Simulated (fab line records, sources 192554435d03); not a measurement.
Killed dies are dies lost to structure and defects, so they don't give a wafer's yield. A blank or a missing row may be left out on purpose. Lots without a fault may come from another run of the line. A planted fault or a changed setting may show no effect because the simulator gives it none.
One fault seen from 3 desks | flow n5_finfet | each desk has only its own numbers; what lay behind them comes last

THE METROLOGY DESK
What the gauges read, lot by lot, whatever tool the lot ran on: means of the sampled wafers that have a number. A lot is out of limits, marked OUT, if its mean lies more than 4 standard deviations from the usual mean; the brackets give that distance. Of its 10 readings 7 are shown: those that lie furthest out on some lot.
Columns: A = DIBL_P at N5_BEOL_M4_RC_MEAS_101, usual 35.8 mV/V; B = IOFF_N at N5_BEOL_M4_RC_MEAS_101, usual 0.157 nA/um; C = IOFF_P at N5_BEOL_M4_RC_MEAS_101, usual 0.21 nA/um; D = ION_N at N5_BEOL_M4_RC_MEAS_101, usual 677 uA/um; E = ION_P at N5_BEOL_M4_RC_MEAS_101, usual 465 uA/um; F = VT_N at N5_BEOL_M4_RC_MEAS_101, usual 249 mV; G = VT_P at N5_BEOL_M4_RC_MEAS_101, usual -250 mV
lot  | first seen here | A    | B     | C    | D   | E   | F   | G
L468 | day 9 13:23     | 36.3 | 0.179 | 0.22 | 683 | 465 | 246 | -249
L469 | day 9 16:58     | 36.0 | 0.153 | 0.22 | 662 | 458 | 252 | -251
L471 | day 10 01:29    | 32.6 | 0.125 | 0.17 | 677 | 465 | 252 | -253
L472 | day 10 13:10    | 35.0 | 0.166 | 0.23 | 680 | 467 | 246 | -247
L476 | day 11 04:52    | 36.0 | 0.170 | 0.26 | 680 | 477 | 250 | -244
L479 | day 11 12:04    | 36.3 | 0.159 | 0.21 | 684 | 472 | 247 | -249
L477 | day 11 17:14    | 32.4 | 0.112 | 0.14 | 657 | 451 | 256 | -258
L478 | day 12 09:45    | 34.9 | 0.146 | 0.19 | 668 | 458 | 248 | -251
L484 | day 13 04:33    | 34.7 | 0.125 | 0.20 | 664 | 462 | 253 | -250
L487 | day 14 03:41    | 35.0 | 0.139 | 0.21 | 678 | 473 | 251 | -250
This desk's finding: nothing out of limits on any of the 10 lots.

THE DEFECT DESK
What the inspections along the route counted, lot by lot: means of the sampled wafers that have a number. A lot is out of limits, marked OUT, if its mean lies more than 4 standard deviations from the usual mean; the brackets give that distance.
Columns: A = raw_defect_count at N5_BEOL_M4_INSPECT_59, usual 71; B = raw_defect_count at N5_BEOL_M5_INSPECT_13, usual 414
lot  | first seen here | A              | B
L468 | day 9 13:22     | 89             | 491
L469 | day 9 16:57     | 48             | 294
L471 | day 10 01:19    | 52             | 467
L472 | day 10 13:08    | 54             | 395
L476 | day 11 04:50    | 39             | 361
L479 | day 11 11:53    | 274 (+8.1) OUT | 674
L477 | day 11 17:13    | 540 (+19) OUT  | 888 (+4.8) OUT
L478 | day 12 09:34    | 61             | 407
L484 | day 13 04:17    | 93             | 475
L487 | day 14 03:31    | 86             | 425
This desk's finding: out of limits on L477, L479; first on L479, day 11 11:53 (raw_defect_count at N5_BEOL_M4_INSPECT_59). In limits: L468, L469, L471, L472, L476, L478, L484, L487.

THE TOOL OWNER'S DESK: cvd_co-02
The tool's own readings at N5_BEOL_M4_CO_CAP_55 (material Co, precursor CCTBA/H2, target thk 2 nm, time 102.1 s): means of the sampled wafers that have a number, for each lot that ran on this tool. A lot is out of limits, marked OUT, if its mean lies more than 4 standard deviations from the usual mean; the brackets give that distance.
Columns: A = heater_power_w at N5_BEOL_M4_CO_CAP_55, usual 244 W
lot  | first seen here | A
L468 | day 9 13:09     | 249
L472 | day 10 12:56    | 242
L479 | day 11 11:40    | 239
L477 | day 11 17:00    | 250
This desk's finding: nothing out of limits on any of the 4 lots.

PUT TOGETHER
The defect desk could have raised an alarm at day 11 11:53, on L477, L479.
The metrology desk saw nothing out of limits.
The tool owner's desk saw nothing out of limits.
The metrology desk has L477, L479 on record, within its limits.
The tool owner's desk has L477, L479 on record, within its limits.
Of the lots named, all ran N5_BEOL_M4_CO_CAP_55 on cvd_co-02.

WHAT THE SIMULATOR HAD PUT IN
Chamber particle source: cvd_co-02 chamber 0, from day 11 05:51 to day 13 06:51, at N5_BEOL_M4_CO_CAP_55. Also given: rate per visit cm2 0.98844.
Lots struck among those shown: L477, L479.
Hours from the fault's start to each desk's first reading out of limits: the defect desk, 6.
